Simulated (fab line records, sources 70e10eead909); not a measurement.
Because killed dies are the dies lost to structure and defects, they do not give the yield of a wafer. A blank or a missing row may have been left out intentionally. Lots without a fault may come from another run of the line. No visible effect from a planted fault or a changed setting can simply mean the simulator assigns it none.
Matching of chambers + flow nandHarc + NHARC_A_CHANNEL_FILL_D1_CMP_10 on cmp-03: 4 sister chambers
The step polishes, target thk 150 nm. 20 wafers are shown with their chamber, then 10 later ones without.

== WAFERS, EACH WITH ITS CHAMBER ==
| wafer  | chamber | motorCurrentA (A) | timeToEndpointS (s) | edgeZonePressureFrac |
|--------|---------|-------------------|---------------------|----------------------|
| L075.1 | 2       | 11.3              | 14.8                | 1.002                |
| L075.3 | 1       | 13.9              | 14.7                | 0.999                |
| L075.6 | 0       | 12.8              | 14.9                | 0.995                |
| L076.2 | 1       | 13.5              | 13.8                | 0.997                |
| L076.3 | 2       | 10.6              | 15.2                | 1.002                |
| L076.4 | 0       | 13.6              | 15.9                | 1.007                |
| L080.1 | 1       | 13.1              | 14.8                | 1.000                |
| L080.4 | 2       | 10.9              | 16.9                | 1.004                |
| L080.6 | 2       | 10.8              | 16.3                | 0.999                |
| L083.1 | 0       | 12.6              | 17.0                | 1.003                |
| L083.5 | 3       | 9.9               | 18.2                | 0.997                |
| L083.6 | 2       | 10.9              | 16.7                | 1.009                |
| L086.1 | 3       | 10.3              | 19.2                | 1.005                |
| L086.2 | 2       | 11.3              | 16.6                | 0.993                |
| L086.3 | 1       | 13.2              | 16.8                | 1.001                |
| L087.4 | 0       | 13.7              | 20.0                | 1.005                |
| L087.5 | 1       | 12.8              | 16.0                | 1.004                |
| L087.6 | 2       | 11.4              | 17.0                | 1.001                |
| L089.3 | 0       | 13.6              | 15.4                | 0.993                |
| L089.5 | 0       | 13.3              | 19.2                | 0.992                |

SIGNATURES (averages over the wafers above)
| reading              | chamber 0 | chamber 1 | chamber 2 | chamber 3 | scatter within a chamber |
|----------------------|-----------|-----------|-----------|-----------|--------------------------|
| motorCurrentA        | 13.267    | 13.300    | 11.029    | 10.100    | 0.388                    |
| timeToEndpointS      | 17.067    | 15.220    | 16.214    | 18.700    | 1.43                     |
| edgeZonePressureFrac | 0.99917   | 1.00020   | 1.00143   | 1.00100   | 0.00511                  |
Rule: a wafer lies at a distance from a chamber equal to the root of the sum of squares, over the readings, of (its reading less the chamber's mean, divided by the reading's scatter). The wafer belongs to the nearest chamber; if the next one is less than 2 further off, it can't be placed. The scatter: the root of (the sum of the squares of (reading less its chamber's mean) over the shown wafers, divided by (wafers less chambers)).

== WAFERS WITH NO CHAMBER GIVEN ==
| wafer  | motorCurrentA (A) | timeToEndpointS (s) | edgeZonePressureFrac |
|--------|-------------------|---------------------|----------------------|
| L089.6 | 11.2              | 16.8                | 1.002                |
| L090.1 | 13.6              | 14.9                | 0.997                |
| L090.3 | 11.5              | 14.6                | 1.001                |
| L090.5 | 13.0              | 12.9                | 0.992                |
| L092.1 | 11.1              | 16.9                | 1.001                |
| L092.2 | 10.6              | 17.8                | 1.001                |
| L092.4 | 13.4              | 16.4                | 0.987                |
| L097.1 | 13.5              | 14.0                | 1.002                |
| L097.2 | 10.7              | 16.3                | 0.993                |
| L097.4 | 11.1              | 12.8                | 0.988                |

== WHICH CHAMBER EACH ONE RAN IN ==
| wafer  | from the rows above     | in truth                   |
|--------|-------------------------|----------------------------|
| L089.6 | 2                       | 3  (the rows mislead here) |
| L090.1 | can't be placed: 1 or 0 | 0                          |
| L090.3 | 2                       | 2                          |
| L090.5 | can't be placed: 1 or 0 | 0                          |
| L092.1 | 2                       | 2                          |
| L092.2 | can't be placed: 3 or 2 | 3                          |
| L092.4 | can't be placed: 0 or 1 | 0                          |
| L097.1 | can't be placed: 1 or 0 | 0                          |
| L097.2 | can't be placed: 2 or 3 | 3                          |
| L097.4 | can't be placed: 2 or 3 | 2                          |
Correct placement for 2 of the 10. Cannot be placed on the basis of these rows: 7; the candidates contain the true chamber in 7. Number placed wrongly: 1.
